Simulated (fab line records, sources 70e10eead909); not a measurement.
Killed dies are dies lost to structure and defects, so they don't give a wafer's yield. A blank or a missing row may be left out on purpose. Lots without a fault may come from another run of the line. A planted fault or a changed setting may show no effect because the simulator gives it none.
A struck lot beside a sound one | flow nand_harc | 16 steps out of a route of 1159
Sound: wafers L497.2, L497.3, L497.5. Struck: wafers L512.2, L512.3, L512.4. The cause comes at the end.
At each step with rows: each side's tool, then ch and its chambers, then its first start. Under that, the readings that differ: sound wafers | struck wafers | difference of the means | sigmas: that difference in standard deviations of wafers without a fault.
alike: readings whose means differ by less than 2 such deviations, and words and numbers that are the same on both sides. not compared: withheld readings, readings that some wafer has no value for, bounds like >300 that may hide the same value, and numbers for which the record gives no deviation and whose values overlap.
The two part at a step that has a row with sigmas, a row that says differs or no value, or rows on one side only. Numbers that don't overlap but have no deviation are shown without sigmas and don't part them. A reading that every wafer of one side lacks parts them only if that side has two wafers or more.

NHARC_P_M1_ETCH_35: etches the open film in N2/H2, target depth 40 nm, overetch 12 nm, time 43.94 s.
  sound on rie_diel-11 ch 0,1,2, day 7 19:46; struck on rie_diel-10 ch 0,2,3, day 11 06:37
  alike: drypump_motor_current_A, oes_product_au, rf_vpp_V, showerhead_plenum_p_Torr, throttle_valve_pct
  not compared: rf_hours_counter_h
then, 1 step without rows for these wafers: NHARC_P_M1_ETCH_15 (etches the open film in C4F8/Ar, target depth 182.5 nm, time 91.2 s).
NHARC_P_M1_CD_MEAS_16:
  sound on cd_sem-02, day 7 19:58; struck on cd_sem-03, day 11 06:50
  alike: cd_nm
then, 1 step without rows for these wafers: NHARC_P_M1_STRIP_18 (strips in N2/H2).
NHARC_P_M1_ETCH_28: etches the open film in CF4/N2, target depth 30 nm, time 72.99 s.
  sound on rie_diel-11 ch 0,2,3; struck on rie_diel-11 ch 0,2,3
  alike: drypump_motor_current_A, oes_product_au, rf_vpp_V, showerhead_plenum_p_Torr, throttle_valve_pct
  not compared: rf_hours_counter_h
then, 1 step without rows for these wafers: NHARC_P_M1_STRIP_19 (strips in post etch residue remover, time 600 s).
NHARC_P_M1_DEGAS_29: time 60 s.
  sound on pvd_sputter-02, day 7 20:41; struck on pvd_sputter-03, day 11 07:58
  alike: heater_power_w, susceptor_temp_C
NHARC_P_M1_PRE_CLEAN_30: time 30 s.
  sound on pvd_sputter-02; struck on pvd_sputter-03
  alike: heater_power_w, susceptor_temp_C
NHARC_P_M1_PVD_20: deposits TaN, target thk 5 nm, time 8.06 s.
  sound on pvd_sputter-02; struck on pvd_sputter-03
  alike: throttle_valve_pct
then, 3 steps without rows for these wafers: NHARC_P_M1_PVD_21 (deposits Cu, target thk 30 nm, time 20.49 s); NHARC_P_M1_ECD_22 (material Cu, target thk 400 nm); NHARC_P_M1_ANNEAL_31 (time 90 s).
NHARC_P_M1_CMP_23: polishes, t overpolish 20 s, target thk 157.82 nm.
  sound on cmp-03 ch 2,3, day 7 21:49; struck on cmp-03 ch 0,2,3, day 11 09:04
  no value came back on the struck wafers for edge_zone_pressure_frac, motor_current_A (A), time_to_endpoint_s (s); on the sound wafers edge_zone_pressure_frac reads 1.002 0.996 1.010
NHARC_P_M1_THK_MEAS_24: measures by xrf.
  sound on film_metro-02, day 7 22:06; struck on film_metro-01, day 11 09:22
  reading     | sound             | struck            | difference | sigmas
  thk_nm (nm) | 158.1 156.9 156.4 | 390.9 398.5 398.5 | +238.8     | +99 or more
then, 1 step without rows for these wafers: NHARC_P_M1_SRD_25.
-- the record jumps here: 13 days lie between the struck wafers' starts before and after (it left off in module P_M1 and takes up again in module END, whose first step shown is number 1159 of the route) --
NHARC_END_SORT_01:
  sound on prober-01 ch 0, day 21 02:09; struck on prober-02 ch 0, day 24 13:04
  reading                  | sound     | struck         | difference | sigmas
  defect_limited_yield (%) | 96.5 95.6 | 0 0 0          | -96        | -69
  killed_at_periphery      | 1 6       | 666 661 654    | +657       | +99 or more
  killed_dies              | 24 30     | 677 677 677    | +650       | +71
  sort_bin_2_pct (%)       | 0.7 1.3   | 97.9 97.8 96.9 | +96.5      | +99 or more
  sort_n_pass              | 653 647   | 0 0 0          | -650       | -71
  sort_rim_yield_pct (%)   | 99.1 98.1 | 0 0 0          | -99        | -33
  sort_yield_pct (%)       | 96.5 95.6 | 0 0 0          | -96        | -69
  alike: killed_at_array, killed_at_other, killed_open, killed_short, sort_bin_3_pct, sort_bin_4_pct

WHERE THEY PART
First at NHARC_P_M1_CMP_23; last, within this record, at NHARC_END_SORT_01.

WHY: what the simulator had put in
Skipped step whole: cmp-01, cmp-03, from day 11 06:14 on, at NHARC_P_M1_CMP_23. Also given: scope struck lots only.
